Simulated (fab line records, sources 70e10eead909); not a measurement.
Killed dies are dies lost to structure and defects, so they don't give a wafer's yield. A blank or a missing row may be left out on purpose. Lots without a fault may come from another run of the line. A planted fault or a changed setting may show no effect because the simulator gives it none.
Problem report in the 8D (eight disciplines) form, filled by code | flow nand_harc | the parts of the form that need people (team, actions taken, sign-off) are left out

1. THE PROBLEM
rf_fwd_power_W at NHARC_A_BONDPAD_ETCH_12 reads a mean of 697.9 W on 1 wafer of 1 lot; wafers without a fault read 496.5 W with a standard deviation of 2.1. That is +96 standard deviations from the usual mean.
The step: etches the open film in CHF3/O2, target depth 220 nm, time 110 s.
First seen on wafer L456.4, day 22 08:19, on rie_diel-07. The record holds 33 wafers of 11 lots with a number at this step. Rule for "out", or "out of limits": more than 4 standard deviations from the usual mean. The other wafers with a number count as sound.

2. WHAT IT IS AND WHAT IT IS NOT
question                    | is                             | is not
which readings at this step | rf_fwd_power_W, oes_product_au | drypump_motor_current_A, rf_vpp_V, showerhead_plenum_p_Torr, throttle_valve_pct
which lots                  | L456                           | L441, L442, L443, L444, L445, L446, L447, L448, L455, L461
which wafers of those lots  | L456.4                         | L456.2, L456.5
read on which tools         | rie_diel-07                    | rie_diel-01, rie_diel-04
when                        | from day 22 08:19              | up to then (29 sound wafers); but 3 sound wafers of L461 came after

3. SUSPECTS, AND WHAT RULES EACH OUT
Counting: a tool at a process step up to the reading stays a suspect if it ran every lot that is out. Sound lots after the first of them don't rule it out here, since some wafers of a struck lot are sound.
- pecvd-01 at NHARC_A_M1_PRE_CLEAN_32 (time 12 s): kept. It ran the lot that is out, L456 (day 22 05:33); its last sound lot up to then is L455 (day 21 02:43).
- rie_diel-07 at NHARC_A_BONDPAD_ETCH_34 (etches the open film in N2/H2, target depth 60 nm, overetch 18 nm, time 65.91 s): kept. It ran the lot that is out, L456 (day 22 08:13); its last sound lot up to then is L455 (day 21 04:48).
- rie_diel-07 at NHARC_A_BONDPAD_ETCH_12 (etches the open film in CHF3/O2, target depth 220 nm, time 110 s): kept. It ran the lot that is out, L456 (day 22 08:19); its last sound lot up to then is L455 (day 21 04:53). Its own readings are out on those wafers: oes_product_au, rf_fwd_power_W.
- Within pecvd-01 at NHARC_A_M1_PRE_CLEAN_32: the wafers that are out ran in chamber 1; their sound lot-mates ran in chambers 0, 2.
- Within rie_diel-07 at NHARC_A_BONDPAD_ETCH_34: the wafers that are out ran in chamber 2; their sound lot-mates ran in chambers 0, 3.
- Within rie_diel-07 at NHARC_A_BONDPAD_ETCH_12: the wafers that are out ran in chamber 0; their sound lot-mates ran in chambers 1, 2.
Left after counting: pecvd-01 at NHARC_A_M1_PRE_CLEAN_32, rie_diel-07 at NHARC_A_BONDPAD_ETCH_34, rie_diel-07 at NHARC_A_BONDPAD_ETCH_12.

4. THE CAUSE (what the simulator had put in)
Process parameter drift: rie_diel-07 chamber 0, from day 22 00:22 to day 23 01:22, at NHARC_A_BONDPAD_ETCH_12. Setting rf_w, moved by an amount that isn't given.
Counting left 3 suspects, and this tool is among them.

5. THE CHAIN OF EFFECTS, in route order
Each row: a reading whose mean over the struck wafers that have a number lies more than 3 standard deviations from the usual. Only readings for which the record gives a usual standard deviation are gone through. hours: the time from each lot's start at the first step in this table that gives one to its start at this step, as a median over the lots. sigmas: the change in usual standard deviations.
hours | step                    | reading        | usual      | on struck wafers | change | sigmas
0     | NHARC_A_BONDPAD_ETCH_12 | oes_product_au | 0.948 a.u. | 1.138            | +0.190 | +9.0
0     | NHARC_A_BONDPAD_ETCH_12 | rf_fwd_power_W | 496.5 W    | 697.9            | +201.4 | +96
The process steps in it:
- NHARC_A_BONDPAD_ETCH_12: etches the open film in CHF3/O2, target depth 220 nm, time 110 s.
Later measuring or inspecting steps at which every struck wafer that the step has a row for has a number for every such reading, and none has moved that far: NHARC_END_SORT_01.

6. WHAT WOULD HAVE CAUGHT IT SOONER
In this record the first reading out of limits was taken at day 22 08:19, 8 hours after the fault began at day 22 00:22.
